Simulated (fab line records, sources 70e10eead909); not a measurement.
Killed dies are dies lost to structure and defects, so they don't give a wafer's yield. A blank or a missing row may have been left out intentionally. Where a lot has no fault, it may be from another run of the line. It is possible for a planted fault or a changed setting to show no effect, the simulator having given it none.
Code-filled problem report in 8D (eight disciplines) form + flow nand-harc + the parts of the form that need people (team, actions taken, sign-off) are left out

1. THE ISSUE
Mean of killed-at-array at NHARC_END_SORT_01: 674 across 6 wafers in 2 lots; on wafers with no fault it is 25 (standard deviation 9.5). Measured from the usual mean, that is +68 standard deviations.
Seen first at day 24 07:02 on prober-02, wafer L735.2. The record has a number at this step for 6 wafers belonging to 2 lots. By rule, "out" or "out of limits" means more than 4 standard deviations away from the usual mean. Any other wafer with a number is counted as sound.

2. WHAT IT IS AND WHAT IT IS NOT
| question                    | is                           | is not                                            |
|-----------------------------|------------------------------|---------------------------------------------------|
| which readings at this step | killed-at-array, killed-dies | killed-at-other, killed-at-periphery, killed-open |
| which lots                  | L735, L736                   | -                                                 |
| which wafers of those lots  | all that have a number       | -                                                 |
| read on which gauges        | prober-01, prober-02         | -                                                 |
| when                        | from day 24 07:02            | up to then (0 sound wafers)                       |

3. THE SUSPECTS, EACH WITH WHAT RULES IT OUT
Counting: a tool at a process step up to the reading stays a suspect if it ran every lot that is out and no sound lot after the first of them.
- the gauge at NHARC_END_SORT_01 has been ruled out. Those wafers that are out were read across 2 gauges (prober-01, prober-02).
- ald-sin-batch-02 at NHARC_A_CHANNEL_FILL_D1_ALD_03 (deposits SiNx, target thk 6 nm, pulse time 60 s, ald cycles 58): kept. It ran every lot that is out, first L735 (day 14 04:33), and no sound lot after that. NHARC_A_CHANNEL_FILL_D1_ALD_03 gives no start for some lots, so the hours and the order of its lots are those of NHARC_A_CHANNEL_FILL_D1_CVD_18.
- lpcvd-poly-03 at NHARC_A_CHANNEL_FILL_D1_CVD_18 (deposits poly-Si, target thk 3 nm): kept. It ran every lot that is out, first L735 (day 14 04:33), and no sound lot after that.
Remaining after the count are ald-sin-batch-02 at NHARC_A_CHANNEL_FILL_D1_ALD_03 and lpcvd-poly-03 at NHARC_A_CHANNEL_FILL_D1_CVD_18.

4. THE CAUSE (what the simulator had put in)
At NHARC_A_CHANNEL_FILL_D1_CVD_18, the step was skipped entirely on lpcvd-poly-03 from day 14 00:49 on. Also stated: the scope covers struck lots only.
After counting, 2 suspects remain, this tool included.

5. SEQUENCE OF EFFECTS, ordered by route
One row per reading whose mean, taken over the struck wafers that have a number, lies over 3 standard deviations from the usual. Scope: only readings with a usual standard deviation given in the record; hours: median across lots of the time from each lot's start at the first step in this table that gives one to its start at this step; sigmas: change in usual standard deviations.
| hours | step              | reading         | usual | on struck wafers | change | sigmas |
|-------|-------------------|-----------------|-------|------------------|--------|--------|
| 0     | NHARC_END_SORT_01 | killed-at-array | 25    | 674              | +649   | +68    |
| 0     | NHARC_END_SORT_01 | killed-dies     | 29    | 677              | +648   | +65    |
Readings that are blank on the struck wafers while sound wafers have them: spike-tc-bottom-C at NHARC_A_CHANNEL_FILL_D1_CVD_18; spike-tc-centre-C at NHARC_A_CHANNEL_FILL_D1_CVD_18; spike-tc-upper-C at NHARC_A_CHANNEL_FILL_D1_CVD_18.

6. HOW IT WOULD HAVE BEEN CAUGHT EARLIER
Counted from the fault's start at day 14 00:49, it took 246 hours until the first out-of-limits reading at a measuring or inspecting step in this record, taken at day 24 07:02.
At NHARC_A_CHANNEL_FILL_D1_CVD_18 the tool's readings are blank on the struck wafers, where sound wafers have them: an empty tool record is the first sign, and it was there at once.
Lots out: 2; all had begun NHARC_A_CHANNEL_FILL_D1_CVD_18 on lpcvd-poly-03 by day 24 07:02. A hold on the tool at that time would have spared none of them.
